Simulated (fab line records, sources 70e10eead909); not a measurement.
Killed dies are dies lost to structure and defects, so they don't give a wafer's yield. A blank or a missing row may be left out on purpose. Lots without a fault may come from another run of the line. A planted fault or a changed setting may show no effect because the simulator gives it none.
Which tool did it? | flow nand_harc | 7 lots, 21 wafers sampled, at 2 steps of a route of 1302

WHAT THE GAUGES READ, wafer by wafer
NHARC_A_CHANNEL_HOLE_D2_CD_MEAS_10: target cd 100 nm.
lot  | measured     | on        | cd_nm (nm)
L251 | day 13 13:38 | cd_sem-03 | 99.6 100.2 100.2
L252 | day 14 08:05 | cd_sem-02 | 99.8 99.9 100.0
L256 | day 16 11:56 | cd_sem-01 | 99.8 99.8 100.1
L259 | day 17 13:07 | cd_sem-02 | 100.2 100.3 100.2
L264 | day 19 09:01 | cd_sem-01 | 84.5 85.0 84.8
L266 | day 20 07:49 | cd_sem-03 | 88.5 88.6 88.1
L272 | day 23 01:19 | cd_sem-02 | 99.4 99.9 99.4

WHICH TOOL RAN EACH LOT (tool, then ch and the chambers of the sampled wafers, then the start)
lot  | NHARC_A_CHANNEL_HOLE_D2_EXPOSE_07
L251 | arfi_scanner-03 ch 0, day 13 13:29
L252 | arfi_scanner-02 ch 0, day 14 07:56
L256 | arfi_scanner-01 ch 0, day 16 11:48
L259 | arfi_scanner-03 ch 0, day 17 12:58
L264 | arfi_scanner-02 ch 0, day 19 08:53
L266 | arfi_scanner-02 ch 0, day 20 07:40
L272 | arfi_scanner-03 ch 0, day 23 01:11
- NHARC_A_CHANNEL_HOLE_D2_EXPOSE_07: exposes mask HOLE D2, target cd 100 nm.

THE ANSWER, worked out from the rows above alone
Rule: what is usual is taken from the lots themselves. Put in order of their means at a reading, lots are off if they are a third of the lots or fewer, leave a main group of 4 or more, and stand apart from it by a gap of 3 or more times the standard deviation of the main group's means; of several such gaps the widest counts. A main group whose means are all the same, to the digits that the tables above print for the reading, isn't used. A lot without any number at a reading at which 4 lots or more have one is off too. The other lots that the step has rows for count as sound.
Off: L264, L266, at NHARC_A_CHANNEL_HOLE_D2_CD_MEAS_10 (cd_nm). The main group: mean 99.9 nm, standard deviation 0.21.
A tool fits if, at a process step before that reading, it ran every lot that is off, and no sound lot after the first of them. The gauges at NHARC_A_CHANNEL_HOLE_D2_CD_MEAS_10 are tried like those tools. One fits: arfi_scanner-02 at NHARC_A_CHANNEL_HOLE_D2_EXPOSE_07. Its last sound lot is L252 (day 14 07:56), its first lot that is off L264 (day 19 08:53): a fault that began between those two fits.

WHAT THE SIMULATOR HAD PUT IN
Process parameter drift: arfi_scanner-02, from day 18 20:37 on, at NHARC_A_CHANNEL_HOLE_D2_EXPOSE_07. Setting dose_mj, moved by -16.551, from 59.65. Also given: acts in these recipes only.
Lots struck among those shown: L264, L266. The rule above found the same.
